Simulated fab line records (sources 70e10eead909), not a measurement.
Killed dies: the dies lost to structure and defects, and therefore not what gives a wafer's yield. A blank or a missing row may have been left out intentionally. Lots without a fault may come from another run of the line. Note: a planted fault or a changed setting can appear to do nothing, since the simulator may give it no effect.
Comparing a struck lot with a sound one :: flow nand_harc :: 14 out of 1159 route steps
Sound: these wafers, L623.2, L623.3, L623.5. Struck: wafers L641.2, L641.6. (L641.1 of the same lot was not struck and is left out.) The cause comes at the end.
Each step with rows lists, per side, the tool, then ch with its chambers, then its first start. Under that, the readings that differ: sound wafers :: struck wafers :: difference of the means :: sigmas: that difference in standard deviations of wafers without a fault.
alike: readings whose means differ by less than 2 such deviations, and words and numbers that are the same on both sides. not compared: withheld readings, readings that some wafer has no value for, bounds like >300 that may hide the same value, and numbers for which the record gives no deviation and whose values overlap.
The two part at a step that has a row with sigmas, a row that says differs or no value, or rows on one side only. Non-overlapping numbers with no deviation appear without sigmas and do not part them. Lack of a reading on every wafer of one side parts them only where that side has two or more wafers.

first, 2 steps without rows for these wafers: NHARC_A_ONON_D1_ANNEAL_15 (time 3600 s); NHARC_A_ONON_D1_DEP_16 (target thk 1000 nm).
NHARC_A_ONON_D1_THK_MEAS_18: measures by ellipsometry.
  struck on film_metro-02, day 12 13:32; sound on film_metro-02, day 8 07:13
  alike: thk_nm
following that, 1 step holds no rows for these wafers, namely NHARC_A_ONON_D1_DEP_19 (target thickness 1000 nm).
NHARC_A_ONON_D1_THK_MEAS_21: measures by ellipsometry.
  struck on film_metro-01, day 12 14:05; sound on film_metro-01, day 8 07:47
  alike: thk_nm
following that, 1 step holds no rows for these wafers, namely NHARC_A_ONON_D1_DEP_22 (target thickness 1000 nm).
NHARC_A_ONON_D1_THK_MEAS_24: measures by ellipsometry.
  struck on film_metro-01, day 12 14:40; sound on film_metro-02, day 8 08:23
  alike: thk_nm
following that, 1 step holds no rows for these wafers, namely NHARC_A_ONON_D1_DEP_25 (target thickness 1000 nm).
NHARC_A_ONON_D1_THK_MEAS_27: measures by ellipsometry.
  struck on film_metro-02, day 12 15:14; sound on film_metro-02, day 8 08:57
  alike: thk_nm
following that, 1 step holds no rows for these wafers, namely NHARC_A_ONON_D1_DEP_28 (target thickness 1000 nm).
NHARC_A_ONON_D1_THK_MEAS_30: measures by ellipsometry.
  struck on film_metro-02, day 12 15:48; sound on film_metro-02, day 8 09:31
  alike: thk_nm
NHARC_A_ONON_D1_DEP_33: deposits SiO2, target thk 200 nm.
  sound on pecvd-01 ch 1,2, day 8 09:37; struck on pecvd-01 ch 0, day 12 15:54
reading: rf_fwd_power_W (W)
sound: 900 897 891
struck: 1008 1008
difference: +112
sigmas: +36
  alike: heater_power_outer_w, heater_power_w, susceptor_temp_C, throttle_valve_pct
NHARC_A_ONON_D1_THK_MEAS_34: measures by ellipsometry.
  struck on film_metro-01, day 12 16:16; sound on film_metro-01, day 8 09:59
reading: thk_nm (nm)
sound: 200.7 198.3 201.0
struck: 206.6 207.4
difference: +7.0
sigmas: +3
-- record jumps: 11 days between struck wafers' starts before vs after; left off in module A_ONON_D1, resumes in module END, first step shown is number 1159 of the route --
NHARC_END_SORT_01:
  sound on prober-02 ch 0, day 19 17:22; struck on prober-01 ch 0, day 23 14:41
  alike: killed_at_array, killed_at_other, killed_at_periphery, killed_dies, killed_open, killed_short

## WHERE THEY PART
Earliest at NHARC_A_ONON_D1_DEP_33; latest, in this record, at NHARC_A_ONON_D1_THK_MEAS_34. Later steps at which nothing parts them and some readings are alike: NHARC_END_SORT_01.

WHY: whatever the simulator had introduced
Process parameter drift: pecvd-01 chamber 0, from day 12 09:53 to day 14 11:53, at NHARC_A_ONON_D1_DEP_33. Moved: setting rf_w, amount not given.
